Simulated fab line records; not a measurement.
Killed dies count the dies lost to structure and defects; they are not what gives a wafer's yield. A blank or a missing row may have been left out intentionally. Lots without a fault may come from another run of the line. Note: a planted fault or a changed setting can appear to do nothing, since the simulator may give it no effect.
Chamber matching || flow nandHarc || NHARC_THIN_TSV_DEP_43 on pecvd-02 has 3 sister chambers
The step deposits SiO2, target thk 1328.5 nm. 3 wafers are shown with their chamber, then 7 later ones without.

WAFERS WITH THEIR CHAMBER
{"wafer": "L449.4", "chamber": 0, "throttleValvePct (%)": 15.2}
{"wafer": "L451.1", "chamber": 1, "throttleValvePct (%)": 16.6}
{"wafer": "L451.4", "chamber": 2, "throttleValvePct (%)": 16.3}

WAFERS MISSING THEIR CHAMBER
{"wafer": "L451.5", "throttleValvePct (%)": 16.3}
{"wafer": "L452.1", "throttleValvePct (%)": 16.4}
{"wafer": "L452.3", "throttleValvePct (%)": 16.3}
{"wafer": "L452.5", "throttleValvePct (%)": 16.4}
{"wafer": "L455.1", "throttleValvePct (%)": 16.2}
{"wafer": "L455.2", "throttleValvePct (%)": 16.3}
{"wafer": "L455.6", "throttleValvePct (%)": 16.0}

EACH ONE'S CHAMBER
{"wafer": "L451.5", "from the rows above": 2, "in truth": 2}
{"wafer": "L452.1", "from the rows above": "can't be placed: 2 or 1", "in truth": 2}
{"wafer": "L452.3", "from the rows above": 2, "in truth": 2}
{"wafer": "L452.5", "from the rows above": "can't be placed: 2 or 1", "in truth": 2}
{"wafer": "L455.1", "from the rows above": 2, "in truth": 2}
{"wafer": "L455.2", "from the rows above": 2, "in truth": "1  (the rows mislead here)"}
{"wafer": "L455.6", "from the rows above": 2, "in truth": 2}
Placed correctly: 4 of 7. Cannot be placed on the basis of these rows: 2; the candidates contain the true chamber in 2. Wrongly placed: 1.
How it was worked out, from the rows above alone: a wafer's distance from a chamber is the root of the sum, over the readings, of the square of ((its reading less the chamber's mean) divided by the reading's scatter). The wafer belongs to the nearest chamber; if the next one is less than 2 further off, it can't be placed. A chamber's mean is the mean of its shown wafers. The scatter: with one shown wafer a chamber, the root of the mean of the squares of how far each hidden wafer lies from its nearest shown one.
